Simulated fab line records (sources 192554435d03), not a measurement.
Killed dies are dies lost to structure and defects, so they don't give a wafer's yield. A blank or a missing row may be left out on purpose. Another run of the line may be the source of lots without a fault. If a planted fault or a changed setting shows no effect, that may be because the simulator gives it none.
Chamber matching || flow n5-finfet || ald-sin-04 running N5_SD_EPI_N_LINER_46: 4 sister chambers
The step material SiNx, target thk 3 nm. 7 wafers are shown with their chamber, then 11 later ones without.

## EACH WAFER AND ITS CHAMBER
{"wafer": "L081.4", "chamber": 0, "heater-power-w (W)": 815}
{"wafer": "L083.5", "chamber": 2, "heater-power-w (W)": 862}
{"wafer": "L085.1", "chamber": 3, "heater-power-w (W)": 723}
{"wafer": "L088.1", "chamber": 1, "heater-power-w (W)": 825}
{"wafer": "L088.5", "chamber": 2, "heater-power-w (W)": 852}
{"wafer": "L088.6", "chamber": 1, "heater-power-w (W)": 814}
{"wafer": "L090.2", "chamber": 0, "heater-power-w (W)": 796}

## WAFERS WITHOUT THEIR CHAMBER
{"wafer": "L090.5", "heater-power-w (W)": 866}
{"wafer": "L090.6", "heater-power-w (W)": 712}
{"wafer": "L093.1", "heater-power-w (W)": 820}
{"wafer": "L093.2", "heater-power-w (W)": 888}
{"wafer": "L093.3", "heater-power-w (W)": 717}
{"wafer": "L093.4", "heater-power-w (W)": 800}
{"wafer": "L093.5", "heater-power-w (W)": 716}
{"wafer": "L093.6", "heater-power-w (W)": 893}
{"wafer": "L095.4", "heater-power-w (W)": 826}
{"wafer": "L095.5", "heater-power-w (W)": 858}
{"wafer": "L095.6", "heater-power-w (W)": 710}

## WHICH CHAMBER EACH WENT THROUGH
{"wafer": "L090.5", "from the rows above": 2, "in truth": 2}
{"wafer": "L090.6", "from the rows above": 3, "in truth": 3}
{"wafer": "L093.1", "from the rows above": "can't be placed: 1 or 0", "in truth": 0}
{"wafer": "L093.2", "from the rows above": 2, "in truth": 2}
{"wafer": "L093.3", "from the rows above": 3, "in truth": 3}
{"wafer": "L093.4", "from the rows above": "can't be placed: 0 or 1", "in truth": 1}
{"wafer": "L093.5", "from the rows above": 3, "in truth": 3}
{"wafer": "L093.6", "from the rows above": 2, "in truth": 2}
{"wafer": "L095.4", "from the rows above": "can't be placed: 1 or 0", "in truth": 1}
{"wafer": "L095.5", "from the rows above": 2, "in truth": 2}
{"wafer": "L095.6", "from the rows above": 3, "in truth": 3}
Correct placement for 8 of the 11. From these rows, 3 cannot be placed; in 3 the true chamber is one of the candidates. Wrongly placed: 0.
How it was worked out, from the rows above alone: a wafer's distance from a chamber is the root of the sum, over the readings, of the square of ((its reading less the chamber's mean) divided by the reading's scatter). If the next closest chamber is less than 2 further off than the closest, the wafer can't be placed; otherwise it belongs to the closest. The mean given for a chamber averages the wafers shown for that chamber. How the scatter is found: for the shown wafers, subtract from each reading the mean of its chamber, square and add these, divide the total by (wafers less chambers), then take the root.
